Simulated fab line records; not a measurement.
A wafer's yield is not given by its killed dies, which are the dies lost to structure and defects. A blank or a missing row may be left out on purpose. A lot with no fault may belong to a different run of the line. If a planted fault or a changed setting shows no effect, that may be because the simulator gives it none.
A struck lot beside a sound one / flow nand_harc / 14 out of 1302 route steps
Sound: these wafers, L689.1, L689.3, L689.5. Wafers L696.1, L696.2, L696.6 were the ones struck. The cause comes at the end.
Each step with rows lists, per side, the tool, then ch with its chambers, then its first start. Under that, the readings that differ: sound wafers / struck wafers / difference of the means / sigmas: that difference in standard deviations of wafers without a fault.
alike: words and numbers the same on both sides, and readings whose means are apart by under 2 such deviations; not compared: readings that were withheld, readings missing a value for some wafer, numbers with overlapping values and no deviation given by the record, and bounds like >300 which may hide the same value.
The two part at a step that has a row with sigmas, a row that says differs or no value, or rows on one side only. When numbers do not overlap yet have no deviation, they are printed without sigmas and do not part them. Lack of a reading on every wafer of one side parts them only where that side has two or more wafers.

first, 4 steps without rows for these wafers: NHARC_P_GATE_EBR_07; NHARC_P_GATE_EXPOSE_08 (exposes mask P HV); NHARC_P_GATE_PEB_09 (peb time 85 s); NHARC_P_GATE_DEVELOP_10 (time 70 s).
NHARC_P_GATE_CD_MEAS_11 targets a cd of 1640 nm.
  sound on cd_sem-01 ch 0, day 6 14:15; struck on cd_sem-02 ch 0, day 9 11:17
  alike: cd_nm
then, 1 step without rows for these wafers: NHARC_P_GATE_HARDBAKE_12 (time 80 s).
NHARC_P_GATE_DESCUM_13: chemistry O2, time 3 s.
  sound on rie_diel-02 ch 1,3, day 6 14:26; struck on rie_diel-09 ch 0,1,3, day 9 11:27
  alike: drypump_motor_current_A, oes_product_au, rf_vpp_V, showerhead_plenum_p_Torr, throttle_valve_pct
  not compared: rf_hours_counter_h
then, 5 steps without rows for these wafers: NHARC_P_GATE_ETCH_14 (etches SiO2 in dHF, target depth 48.8 nm); NHARC_P_GATE_STRIP_15 (strips in SPM, time 780 s); NHARC_P_GATE_PRECLEAN_71 (cleans in SC1); NHARC_P_GATE_SRD_72; NHARC_P_GATE_OXIDE_16 (material SiO2, target thk 3 nm, ox time 392 s).
NHARC_P_GATE_CVD_17: deposits poly-Si, target thk 150 nm, time 900 s.
  sound on lpcvd_poly-02 ch 0, day 7 02:44; struck on lpcvd_poly-04 ch 0, day 10 02:23
reading=zone_power_lower_pct (%); sound=10.1 10.2 10.2; struck=7.5 7.5 7.6; difference=-2.6; sigmas=-2
  alike: spike_tc_bottom_C, spike_tc_lower_C
NHARC_P_GATE_HM_DEP_102: deposits aC, target thk 120 nm.
  sound on acl_dep-03 ch 0, day 7 08:25; struck on acl_dep-02 ch 0, day 10 05:26
reading=susceptor_temp_C (C); sound=- - -; struck=400.52 400.07 400.15; difference=no value on the sound wafers; sigmas=
  alike: throttle_valve_pct

## WHERE THEY PART
Last at NHARC_P_GATE_HM_DEP_102 as far as this record goes, first at NHARC_P_GATE_CVD_17.

WHY: the cause the simulator had injected
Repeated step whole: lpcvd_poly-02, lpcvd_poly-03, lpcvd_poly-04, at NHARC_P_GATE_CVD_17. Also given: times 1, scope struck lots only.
